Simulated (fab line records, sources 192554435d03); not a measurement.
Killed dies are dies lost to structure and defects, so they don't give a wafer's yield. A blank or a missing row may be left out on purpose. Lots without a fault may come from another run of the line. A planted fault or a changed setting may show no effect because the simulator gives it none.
Split-lot experiment | flow n5_finfet | 7 lots, 21 wafers read, on a route of 1938 steps

THE SPLIT
At N5_HKMG_FIN_COAT_29 (time 60 s, resist thk 300 nm), the setting spin_rpm was moved away from the recipe's 1500 rpm on 9 of the 21 wafers read, by -5.5% to +11.1%. The other wafers ran this setting at the recipe's value.

The reading is taken at the split's own step.

THE READING
SOC_of_HKMG_FIN_COAT_29.thk_nm (the simulator's own value, which no gauge read), in nm, at N5_HKMG_FIN_COAT_29 (time 60 s, resist thk 300 nm). The file gives no usual value for it. The 12 wafers here that ran the recipe average 300.2 nm, standard deviation 1 nm.

wafer  | tool, chamber at the split | spin_rpm as run, rpm | against the recipe | SOC_of_HKMG_FIN_COAT_29.thk_nm, nm | against lot-mates on the recipe
L074.4 | litho_track-05, 0          | 1500                 | recipe             | 299.6                              | -
L074.5 | litho_track-05, 0          | 1500                 | recipe             | 299                                | -
L074.6 | litho_track-05, 0          | 1500                 | recipe             | 299.4                              | -
L077.4 | litho_track-05, 0          | 1440                 | -4.0%              | 306                                | +6.4
L077.5 | litho_track-05, 0          | 1440                 | -4.0%              | 306                                | +6.4
L077.6 | litho_track-05, 0          | 1500                 | recipe             | 299.6                              | -
L083.2 | litho_track-05, 0          | 1500                 | recipe             | 301                                | -
L083.3 | litho_track-05, 0          | 1624                 | +8.3%              | 289.4                              | -11.6
L083.6 | litho_track-05, 0          | 1624                 | +8.3%              | 289.2                              | -11.8
L087.2 | litho_track-04, 0          | 1418                 | -5.5%              | 310                                | +8.2
L087.3 | litho_track-04, 0          | 1500                 | recipe             | 302.6                              | -
L087.4 | litho_track-04, 0          | 1500                 | recipe             | 301                                | -
L095.1 | litho_track-05, 0          | 1667                 | +11.1%             | 284.2                              | -15.7
L095.3 | litho_track-05, 0          | 1500                 | recipe             | 299.2                              | -
L095.5 | litho_track-05, 0          | 1500                 | recipe             | 300.6                              | -
L096.3 | litho_track-05, 0          | 1444                 | -3.7%              | 306                                | +6.5
L096.4 | litho_track-05, 0          | 1500                 | recipe             | 299.4                              | -
L096.5 | litho_track-05, 0          | 1500                 | recipe             | 299.6                              | -
L097.2 | litho_track-01, 0          | 1557                 | +3.8%              | 294                                | -7.0
L097.3 | litho_track-01, 0          | 1500                 | recipe             | 301                                | -
L097.6 | litho_track-01, 0          | 1557                 | +3.8%              | 294.6                              | -6.4

THE FIT
A straight line over all 21 wafers: SOC_of_HKMG_FIN_COAT_29.thk_nm changes by -1.44 nm for each +1% of spin_rpm; r = -0.99; the points scatter about the line by 0.99 nm.
The same after taking each lot's own level away (the mean of its wafers on the recipe; 21 wafers): -1.48 nm for each +1%; r = -1.00; scatter 0.63 nm.
On that fit, the largest move of spin_rpm shifts the reading by 16 nm.
The lots' own levels span 299.33 to 301.80 nm, that is 2.4 times the standard deviation above.
So the lot-to-lot level changes the slope little: the two slopes agree.
Check: with one of the wafers moved furthest among these (+11.1%) left out of the fit, the line predicts -16.8 nm for it against its lot-mates. It came out at -15.7 nm against them.

OTHER SPLITS ON THESE WAFERS
These wafers also went through other splits before the reading. Each is held against what the fit with the lots' levels taken away leaves over:
other split on the same wafers | wafers away from the commonest value | r with SOC_of_HKMG_FIN_COAT_29.thk_nm (lot level and that fit taken away)
N5_SDB_EXPOSE_08 dose_mj       | 2                                    | +0.06
N5_SDB_ALD_29 ald_cycles       | 8                                    | +0.21

THE FILE'S OWN FIT
SOC_of_HKMG_FIN_COAT_29.thk_nm changes by -1.47 nm for each +1% of spin_rpm, r = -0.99.
